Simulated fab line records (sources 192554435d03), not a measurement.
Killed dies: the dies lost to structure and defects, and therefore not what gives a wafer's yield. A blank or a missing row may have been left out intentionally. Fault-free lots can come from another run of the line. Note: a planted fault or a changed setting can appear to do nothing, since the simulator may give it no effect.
Problem report in the 8D (eight disciplines) form, filled by code | flow n5_finfet | the parts of the form that need people (team, actions taken, sign-off) are left out

== 1. PROBLEM STATEMENT ==
Across 4 wafers from 3 lots, M1_ILD_THK at N5_BEOL_M1_THK_MEAS_01 averages 133.3 nm, while fault-free wafers read 79.1 nm with a standard deviation of 1. That puts it +54 standard deviations away from the usual mean.
First seen on wafer L427.2, day 9 00:13, on film_metro-02. The record holds 12 wafers of 5 lots with a number at this step. The rule behind "out" and "out of limits": a value lying over 4 standard deviations away from the usual mean. The rest of the wafers with a number are treated as sound.

== 2. WHAT IT IS; WHAT IT IS NOT ==
question                    | is                             | is not
which readings at this step | M1_ILD_THK                     | -
which lots                  | L427, L428, L429               | L422, L437
which wafers of those lots  | L427.2, L428.1, L428.2, L429.2 | L427.6, L429.6
read on which gauges        | film_metro-01, film_metro-02   | -
when                        | from day 9 00:13               | up to then (4 sound wafers); but 4 sound wafers of L429, L437 came after

== 3. WHAT RULES OUT EACH SUSPECT ==
Counting: a tool at a process step up to the reading stays a suspect if it ran every lot that is out. Sound lots after the first of them don't rule it out here, since some wafers of a struck lot are sound.
- the gauge at N5_BEOL_M1_THK_MEAS_01 is ruled out. The wafers that are out were read on 2 gauges (film_metro-01, film_metro-02).
- pecvd-01 at N5_BEOL_M1_ILD_DEP_00 (deposits SiOC from DEMS/O2, target thk 79 nm, time 15.3 s): kept. It ran every lot that is out, first L427 (day 9 00:08); its last sound lot up to then is L422 (day 7 16:39).
Remaining after the count: pecvd-01 at N5_BEOL_M1_ILD_DEP_00.

== 4. THE CAUSE (what the simulator had put in) ==
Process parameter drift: pecvd-01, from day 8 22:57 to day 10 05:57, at N5_BEOL_M1_ILD_DEP_00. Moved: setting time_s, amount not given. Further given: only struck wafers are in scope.
This tool alone remained once counting was done.

== 5. THE CHAIN OF EFFECTS, in route order ==
One row per reading whose mean, taken over the struck wafers that have a number, lies over 3 standard deviations from the usual. Scope: only readings with a usual standard deviation given in the record; hours: median across lots of the time from each lot's start at the first step in this table that gives one to its start at this step; sigmas: change in usual standard deviations.
hours | step                    | reading              | usual   | on struck wafers | change | sigmas
0     | N5_BEOL_M1_THK_MEAS_01  | M1_ILD_THK           | 79.1 nm | 133.3            | +54.2  | +54
172   | N5_PASSIVATION_PROBE_49 | defect_limited_yield | 91.1 %  | 0.0              | -91.1  | -65
172   | N5_PASSIVATION_PROBE_49 | killed_at_M0_to_M3   | 34      | 1107             | +1073  | +98
172   | N5_PASSIVATION_PROBE_49 | killed_dies          | 105     | 1180             | +1075  | +67
172   | N5_PASSIVATION_PROBE_49 | killed_on_rim        | 14      | 152              | +138   | +33
172   | N5_PASSIVATION_PROBE_49 | sort_bin_5_function  | 5.2 %   | 96.5             | +91.3  | +99 or more
172   | N5_PASSIVATION_PROBE_49 | sort_n_pass          | 1074    | 0                | -1074  | -51
172   | N5_PASSIVATION_PROBE_49 | sort_yield_pct       | 91.0 %  | 0.0              | -91.0  | -51
Process steps it contains:
- N5_PASSIVATION_PROBE_49

== 6. WHAT WOULD HAVE CAUGHT IT SOONER ==
In this record the first reading out of limits at a measuring or inspecting step was taken at day 9 00:13, 1 hour after the fault began at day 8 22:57.
An alarm limit of 4 standard deviations would not have fired on the tool readings at N5_BEOL_M1_ILD_DEP_00 for which the record gives a usual standard deviation, since none of them was out on any struck wafer.
Of the lots that are out (3), L428, L429 began N5_BEOL_M1_ILD_DEP_00 on pecvd-01 after day 9 00:13. A hold on the tool at that time would have spared those 2.
